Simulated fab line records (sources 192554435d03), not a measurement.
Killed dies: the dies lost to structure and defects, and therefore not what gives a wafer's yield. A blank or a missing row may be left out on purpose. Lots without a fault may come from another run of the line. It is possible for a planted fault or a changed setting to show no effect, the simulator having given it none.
A lot that was struck, set against a sound lot / flow n5_finfet / 13 out of 1938 route steps
Sound: wafers L623.1, L623.3, L623.4. Wafers struck: L620.3, L620.4, L620.6. The cause comes at the end.
Each step with rows lists, per side, the tool, then ch with its chambers, then its first start. Under that, the readings that differ: sound wafers / struck wafers / difference of the means / sigmas: that difference in standard deviations of wafers without a fault.
alike: words and numbers the same on both sides, and readings whose means are apart by under 2 such deviations; not compared: readings that were withheld, readings missing a value for some wafer, numbers with overlapping values and no deviation given by the record, and bounds like >300 which may hide the same value.
Wherever a step has rows on one side only, a row that says differs or no value, or a row with sigmas, the two part there. When numbers do not overlap yet have no deviation, they are printed without sigmas and do not part them. A reading missing from all wafers of one side parts the sides only when that side holds two or more wafers.

first, 9 steps without rows for these wafers: N5_BEOL_M4_EBR_24; N5_BEOL_M4_SOFTBAKE_23 (time 60 s); N5_BEOL_M4_EXPOSE_25 (exposes mask V3, defocus 5 nm); N5_BEOL_M4_PEB_26 (peb time 60 s); N5_BEOL_M4_DEVELOP_27 (develop time 30 s); N5_BEOL_M4_DESCUM_33 (chemistry O2, time 7 s); N5_BEOL_M4_ETCH_77 (etches underlayer in N2/H2, target depth 6.5 nm, time 5.2 s); N5_BEOL_M4_ETCH_69 (etches SiARC in CF4, target depth 15.6 nm, time 26 s); N5_BEOL_M4_ALD_98 (deposits SiO2, target thk 2.5 nm, pulse time 1 s, co reactant pulse time 1 s).
N5_BEOL_M4_ETCHBACK_99: etches SiO2 in CHF3, target depth 5 nm, time 10.4 s.
  sound on rie_diel-03 ch 0,1,3, day 13 17:45; struck on rie_diel-06 ch 1,2, day 12 14:02
  no value came back on the struck wafers for any of 8 readings (CHF3_flow_sccm (sccm), bias_w (W) and others); on the sound wafers CHF3_flow_sccm (sccm) reads 11.99 12.02 11.94
reading=model.CAR-EUV_of_BEOL_M4_COAT_22.thk_nm (nm); sound=10.4 10.6 10.6; struck=11 11.2 11; difference=+1; sigmas=
then, 1 step without rows for these wafers: N5_BEOL_M4_ETCH_70 (etches SOC in N2/H2, target depth 80 nm, overetch 24 nm, time 130 s).
N5_BEOL_M4_RC_MEAS_101:
  the record has rows for the sound wafers here (prober-02 ch 0, day 13 22:43) and none for the struck ones
-- the record jumps here: 5 days lie between the struck wafers' starts before and after (it left off in module BEOL_M4 and takes up again in module PASSIVATION, whose first step shown is number 1936 of the route) --
N5_PASSIVATION_PROBE_49:
  rows exist in the record for the struck wafers here (prober-01, day 17 15:30), but not for the sound ones

== WHERE THEY PART ==
Last at N5_PASSIVATION_PROBE_49 as far as this record goes, first at N5_BEOL_M4_ETCHBACK_99.

WHY: what the simulator had put in
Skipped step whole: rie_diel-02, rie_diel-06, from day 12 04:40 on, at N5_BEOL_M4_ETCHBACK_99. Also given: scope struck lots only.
